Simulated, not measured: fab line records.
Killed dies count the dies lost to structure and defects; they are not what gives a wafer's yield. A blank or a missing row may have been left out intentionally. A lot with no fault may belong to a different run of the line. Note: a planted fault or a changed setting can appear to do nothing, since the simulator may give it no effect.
A lot that was struck, set against a sound lot	flow nand_harc	14 steps out of a route of 1302
Sound: wafers L519.1, L519.2, L519.4. Struck: wafer L529.5. Last of all comes the cause.
Order at every step that has rows: each side's tool, ch and its chambers, its first start. Under that, the readings that differ: sound wafers	struck wafers	difference of the means	sigmas: that difference in standard deviations of wafers without a fault.
alike: words and numbers the same on both sides, and readings whose means are apart by under 2 such deviations; not compared: readings that were withheld, readings missing a value for some wafer, numbers with overlapping values and no deviation given by the record, and bounds like >300 which may hide the same value.
A row with sigmas, a row that says differs or no value, or rows on one side alone: a step with any of these is where the two part. Numbers that don't overlap but have no deviation are shown without sigmas and don't part them. A reading missing from all wafers of one side parts the sides only when that side holds two or more wafers.

first, 1 step without rows for these wafers: NHARC_A_STAIRCASE_TRIM_12 (chemistry O2, time 211.2 s).
NHARC_A_STAIRCASE_ETCH_13: etches the open film in C4F8/O2, target depth 100 nm, time 40.5 s.
  sound: rie_diel-12 ch 0,2,3; struck: rie_diel-01 ch 1
reading	sound	struck	difference	sigmas
oes_product_au (a.u.)	0.928 0.924 0.922	0.967	+0.042	+3
  alike: rf_fwd_power_W, rf_vpp_V, run_length_s
  not compared: rf_hours_counter_h
then, 1 step without rows for these wafers: NHARC_A_STAIRCASE_TRIM_14 (chemistry O2, time 211.2 s).
NHARC_A_STAIRCASE_ETCH_15: etches the open film in C4F8/O2, target depth 100 nm, time 40.5 s.
  sound: rie_diel-12 ch 0,1,3; struck: rie_diel-01 ch 3
reading	sound	struck	difference	sigmas
rf_vpp_V (V)	898 902 907	889	-13	-2
  alike: oes_product_au, rf_fwd_power_W, run_length_s
  not compared: rf_hours_counter_h
then, 1 step without rows for these wafers: NHARC_A_STAIRCASE_TRIM_16 (chemistry O2, time 211.2 s).
NHARC_A_STAIRCASE_ETCH_17: etches the open film in C4F8/O2, target depth 100 nm, time 40.5 s.
  sound: rie_diel-12 ch 0,1,3; struck: rie_diel-01 ch 2
reading	sound	struck	difference	sigmas
rf_fwd_power_W (W)	594.6 595.7 594.7	588.4	-6.6	-2
  alike: oes_product_au, rf_vpp_V, run_length_s
  not compared: rf_hours_counter_h
then, 4 steps without rows for these wafers: NHARC_A_STAIRCASE_TRIM_18 (chemistry O2, time 211.2 s); NHARC_A_STAIRCASE_ETCH_19 (etches the open film in C4F8/O2, target depth 100 nm, time 40.5 s); NHARC_A_STAIRCASE_TRIM_20 (chemistry O2, time 211.2 s); NHARC_A_STAIRCASE_ETCH_21 (etches the open film in C4F8/O2, target depth 100 nm, time 40.5 s).
NHARC_A_STAIRCASE_TRIM_22: chemistry O2, time 211.2 s.
  sound: rie_diel-01 ch 1,3; struck: rie_diel-01 ch 0
reading	sound	struck	difference	sigmas
rf_vpp_V (V)	58.6 57.5 57.1	55.7	-2.0	-2
  alike: drypump_motor_current_A, oes_product_au, showerhead_plenum_p_Torr, throttle_valve_pct
  not compared: rf_hours_counter_h
NHARC_A_STAIRCASE_ETCH_23: etches the open film in C4F8/O2, target depth 100 nm, time 40.5 s.
  sound on rie_diel-01 ch 2,3, day 17 21:52; struck on rie_diel-01 ch 2, day 22 07:03
reading	sound	struck	difference	sigmas
run_length_s (s)	62.2 61.1 60.9	59.5	-1.9	-3
  alike: oes_product_au, rf_vpp_V
  not compared: rf_fwd_power_W, rf_hours_counter_h
NHARC_A_STAIRCASE_TRIM_24: chemistry O2, time 211.2 s.
  sound: rie_diel-01 ch 2,3; struck: rie_diel-01 ch 2
  alike: drypump_motor_current_A, oes_product_au, rf_vpp_V, showerhead_plenum_p_Torr, throttle_valve_pct
  not compared: rf_hours_counter_h
-- jump in the record: it breaks off in module A_STAIRCASE and resumes in module END (first step shown: number 1302 of the route), and 9 days separate the struck wafers' starts before and after --
NHARC_END_SORT_01:
  sound on prober-02 ch 0, day 27 04:51; struck on prober-01 ch 0, day 31 15:28
  alike: killed_at_array, killed_at_other, killed_at_periphery, killed_dies, killed_open, killed_short

WHERE THEY PART
Earliest at NHARC_A_STAIRCASE_ETCH_13; latest, in this record, at NHARC_A_STAIRCASE_ETCH_23. Later steps at which nothing parts them and some readings are alike: NHARC_A_STAIRCASE_TRIM_24, NHARC_END_SORT_01.

WHY: whatever the simulator had introduced
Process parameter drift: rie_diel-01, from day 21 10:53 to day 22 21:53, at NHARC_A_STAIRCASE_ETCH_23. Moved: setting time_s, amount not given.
